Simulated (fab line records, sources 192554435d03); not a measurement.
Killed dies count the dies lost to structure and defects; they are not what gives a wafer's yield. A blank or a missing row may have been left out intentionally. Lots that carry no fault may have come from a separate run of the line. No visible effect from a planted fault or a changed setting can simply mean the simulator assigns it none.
Which tool is to blame? ; flow n5 finfet ; 8 lots with 23 wafers sampled at 6 steps, on a route of 1938 steps

== WHAT THE GAUGES READ, wafer by wafer ==
N5_FIN_SAQP_CD_MEAS_27: target cd 20 nm. Usual: 20.33 nm for cd nm, sd 0.23.
lot;measured;on;cd nm (nm);flag
L234;day 2 06:03;cd sem-01;20.40 20.20;
L240;day 3 19:47;cd sem-01;20.43 20.64 20.19;
L241;day 3 23:41;cd sem-02;19.93 20.24 20.33;
L243;day 4 12:25;cd sem-01;20.21 20.25 20.21;
L250;day 6 06:38;cd sem-03;20.77 22.86 20.38;OFF
L252;day 6 18:27;cd sem-03;20.51 19.95 20.51;
L253;day 7 00:40;cd sem-02;20.30 20.08 20.41;
L254;day 7 06:27;cd sem-03;20.41 20.12 19.85;

N5_BEOL_M4_RC_MEAS_101. Usual: DIBL_N 36.1 mV/V, standard deviation 2.3; DIBL_P 36 mV/V, standard deviation 3.2; IOFF_N 0.16 nA/um, standard deviation 0.045; IOFF_P 0.21 nA/um, standard deviation 0.049; ION_N 674 uA/um, standard deviation 14; ION_P 462 uA/um, standard deviation 8.4; SS_N 71.6 mV/dec, standard deviation 0.83; SS_P 73.2 mV/dec, standard deviation 0.87; VT_N 249 mV, standard deviation 3.8; VT_P -250 mV, standard deviation 3.4.
lot;measured;on;DIBL_N (mV/V);DIBL_P (mV/V);IOFF_N (nA/um);IOFF_P (nA/um);ION_N (uA/um);ION_P (uA/um);SS_N (mV/dec);SS_P (mV/dec);VT_N (mV);VT_P (mV);flag
L234;day 12 07:51;prober-01;33.3 34.5;35 36;0.12 0.13;0.19 0.23;655 664;460 464;70.6 70.5;73.0 72.7;254 249;-250 -244;
L240;day 13 23:03;prober-02;37.8 42.2 36.9;38 44 37;0.18 0.31 0.17;0.23 0.34 0.22;684 692 694;470 471 468;72.6 73.7 71.5;73.9 76.2 73.5;251 243 246;-250 -247 -250;
L241;day 12 22:52;prober-02;34.9 36.0 34.8;34 36 33;0.12 0.14 0.12;0.15 0.19 0.15;652 668 645;444 456 439;70.7 71.9 70.9;71.9 73.5 72.9;253 251 254;-255 -255 -257;
L243;day 13 15:51;prober-01;33.8 34.2 34.2;34 34 34;0.16 0.14 0.15;0.22 0.21 0.21;667 662 684;462 460 474;71.5 71.5 71.1;73.0 72.4 73.1;248 250 248;-248 -249 -249;
L250;day 15 19:12;prober-01;34.4 35.0 35.4;36 37 37;0.14 0.14 0.15;0.16 0.19 0.19;672 678 676;458 466 465;71.9 72.0 72.3;72.9 73.1 73.5;251 254 251;-255 -256 -253;
L252;day 17 04:29;prober-01;35.1 36.6 35.3;37 38 37;0.15 0.19 0.15;0.23 0.23 0.21;659 682 665;460 457 454;71.3 72.4 71.9;73.8 73.2 73.4;250 248 252;-250 -250 -250;
L253;day 15 22:50;prober-02;37.6 39.2 36.5;38 41 37;0.17 0.21 0.15;0.20 0.28 0.20;673 674 675;458 466 462;71.3 72.2 71.2;73.8 75.1 73.9;248 249 248;-252 -249 -254;
L254;day 17 04:50;prober-02;40.9 40.3 39.2;44 43 41;0.28 0.30 0.26;0.38 0.36 0.31;686 695 685;469 472 464;73.0 72.4 72.8;75.4 74.8 75.0;241 239 243;-241 -240 -243;

== WHAT TOOL EACH LOT RAN ON (gives the tool, then ch and the chambers of the sampled wafers, and finally the start) ==
lot;N5_FIN_SAQP_SPACER1_ALD_24;N5_FIN_SAQP_MANDREL1_REMOVE_56;N5_FIN_SAQP_MANDREL_ETCH_58;N5_FIN_SAQP_STRIP_70
L234;ald sin-03 ch 1,2, day 2 05:08;rie si-06 ch 0,1, day 2 05:56;rie si-01 ch 1,2, day 2 06:14;rie diel-01 ch 1,3, day 2 06:52
L240;ald sin-02 ch 1,2,3, day 3 18:49;rie si-01 ch 0,1, day 3 19:40;rie si-03 ch 0,1,2, day 3 19:58;rie diel-03 ch 1,2, day 3 20:35
L241;ald sin-02 ch 1,2,3, day 3 22:46;rie si-01 ch 0,2,3, day 3 23:34;rie si-03 ch 1,2,3, day 3 23:52;rie diel-03 ch 1,2,3, day 4 00:34
L243;ald sin-03 ch 0,1,3, day 4 11:29;rie si-03 ch 1,2, day 4 12:18;rie si-06 ch 1,2,3, day 4 12:36;rie diel-03 ch 0,1, day 4 13:14
L250;ald sin-02 ch 1,2,3, day 6 05:43;rie si-03 ch 0,2,3, day 6 06:31;rie si-01 ch 2,3, day 6 06:49;rie diel-04 ch 0,1, day 6 07:26
L252;ald sin-04 ch 1,2, day 6 17:32;rie si-01 ch 0,1,2, day 6 18:20;rie si-06 ch 0,1,3, day 6 18:41;rie diel-04 ch 2,3, day 6 19:18
L253;ald sin-03 ch 1,2,3, day 6 23:45;rie si-06 ch 0,1,2, day 7 00:33;rie si-01 ch 0,1,2, day 7 00:51;rie diel-04 ch 1,3, day 7 01:29
L254;ald sin-03 ch 1,2,3, day 7 05:29;rie si-06 ch 0,1,2, day 7 06:20;rie si-03 ch 0,1,2, day 7 06:38;rie diel-04 ch 2,3, day 7 07:16
- N5_FIN_SAQP_SPACER1_ALD_24: deposits SiO2, target thk 20.3 nm, pulse time 1 s, purge time 2 s.
- N5_FIN_SAQP_MANDREL1_REMOVE_56: chemistry HBr/Cl2/O2, target a-Si, stops on SiNx, bt time 10 s.
- N5_FIN_SAQP_MANDREL_ETCH_58: etches a-Si in HBr/Cl2, stops on SiNx, target depth 45 nm, bt time 10 s, time 27 s.
- N5_FIN_SAQP_STRIP_70: strips in N2/H2.

== WHAT THE TOOLS THEMSELVES READ (means of the sampled wafers that have a number; where no wafer has one, the mark that the record gives instead) ==
N5_FIN_SAQP_SPACER1_ALD_24. Usual: heater power w 479 W, standard deviation 48; precursor pulse height rel 1.001, standard deviation 0.019.
lot;tool;heater power w (W);precursor pulse height rel;flag
L234;ald sin-03;470;0.998;
L240;ald sin-02;449;0.984;
L241;ald sin-02;458;0.989;
L243;ald sin-03;523;0.995;
L250;ald sin-02;427;0.995;
L252;ald sin-04;527;1.020;
L253;ald sin-03;496;1.005;
L254;ald sin-03;495;0.994;

N5_FIN_SAQP_MANDREL1_REMOVE_56. Usual: HBr_flow_sccm 150.0 sccm, standard deviation 0.48; drypump motor current A 5.8 A, standard deviation 0.5; mfc cl2 sccm 79.99 sccm, standard deviation 0.24; oes product au 1.004 a.u., standard deviation 0.021; throttle valve pct 36.7 %, standard deviation 0.32.
lot;tool;HBr_flow_sccm (sccm);drypump motor current A (A);mfc cl2 sccm (sccm);oes product au (a.u.);throttle valve pct (%);flag
L234;rie si-06;149.9;5.5;80.00;1.014;37.0;
L240;rie si-01;150.5;5.7;79.82;0.992;37.3;
L241;rie si-01;150.4;5.7;79.92;1.000;36.9;
L243;rie si-03;150.7;6.3;80.20;1.001;36.5;
L250;rie si-03;150.2;5.9;80.04;0.985;36.5;
L252;rie si-01;150.2;5.6;79.89;1.000;37.2;
L253;rie si-06;149.7;5.6;80.02;1.021;36.9;
L254;rie si-06;149.9;5.6;80.32;1.014;36.9;

N5_FIN_SAQP_MANDREL_ETCH_58. Usual: HBr_flow_sccm 150.0 sccm, standard deviation 0.38; drypump motor current A 5.7 A, standard deviation 0.47; mfc cl2 sccm 80.03 sccm, standard deviation 0.24; oes product au 0.695 a.u., standard deviation 0.013; throttle valve pct 35.6 %, standard deviation 0.45.
lot;tool;HBr_flow_sccm (sccm);drypump motor current A (A);mfc cl2 sccm (sccm);oes product au (a.u.);throttle valve pct (%);flag
L234;rie si-01;149.8;5.3;79.79;0.681;35.8;
L240;rie si-03;150.1;6.1;79.99;0.700;35.5;
L241;rie si-03;149.6;5.9;80.05;0.691;35.3;
L243;rie si-06;150.1;6.1;80.03;0.694;35.7;
L250;rie si-01;149.7;5.4;79.94;0.678;35.2;
L252;rie si-06;150.5;5.8;80.00;0.700;35.7;
L253;rie si-01;150.1;5.6;80.08;0.693;36.0;
L254;rie si-03;149.9;6.1;80.10;0.698;35.5;

N5_FIN_SAQP_STRIP_70. Usual: drypump motor current A 5.72 A, standard deviation 0.21; n2 flow sccm 299.9 sccm, standard deviation 1; oes product au 0.77 a.u., standard deviation 0.069; rf vpp V 121.8 V, standard deviation 0.98; showerhead plenum p Torr 3.36 Torr, standard deviation 0.11; throttle valve pct 19.0 %, standard deviation 0.35.
lot;tool;drypump motor current A (A);n2 flow sccm (sccm);oes product au (a.u.);rf vpp V (V);showerhead plenum p Torr (Torr);throttle valve pct (%);flag
L234;rie diel-01;5.73;299.0;0.82;122.8;3.45;19.1;
L240;rie diel-03;5.85;298.9;0.80;120.9;3.33;18.8;
L241;rie diel-03;5.83;299.9;0.81;121.5;3.32;18.6;
L243;rie diel-03;5.62;299.8;0.76;121.7;3.30;18.7;
L250;rie diel-04;5.92;299.5;0.69;120.9;3.31;19.3;
L252;rie diel-04;5.32;299.8;0.74;122.2;3.49;19.4;
L253;rie diel-04;5.70;301.1;0.71;121.9;3.37;19.4;
L254;rie diel-04;5.40;300.2;0.71;122.6;3.49;19.4;

== THE ANSWER, worked out from the rows above alone ==
Rule: a lot is off if the mean of its wafers that have a number lies more than 3 standard deviations from the usual mean. A lot without any number at a reading at which 4 lots or more have one is off too. The other lots that the step has rows for count as sound. Order of review: gauges by route order, followed by the tools' own readings, for which a lot's mean as printed above is used. The first step at which some lot is off is used, and at that step the reading that is off furthest; a lot without a number counts as furthest.
Off: L250, at N5_FIN_SAQP_CD_MEAS_27 (cd nm).
If a tool, at a process step before that reading, ran all the lots that are off and no sound lot after the first of them, it fits. The gauges at N5_FIN_SAQP_CD_MEAS_27 are tried like those tools. Can't be told from this: 2 tools fit, ald sin-02 at N5_FIN_SAQP_SPACER1_ALD_24, rie si-03 at N5_FIN_SAQP_MANDREL1_REMOVE_56.

== WHAT HAD BEEN PUT IN BY THE SIMULATOR ==
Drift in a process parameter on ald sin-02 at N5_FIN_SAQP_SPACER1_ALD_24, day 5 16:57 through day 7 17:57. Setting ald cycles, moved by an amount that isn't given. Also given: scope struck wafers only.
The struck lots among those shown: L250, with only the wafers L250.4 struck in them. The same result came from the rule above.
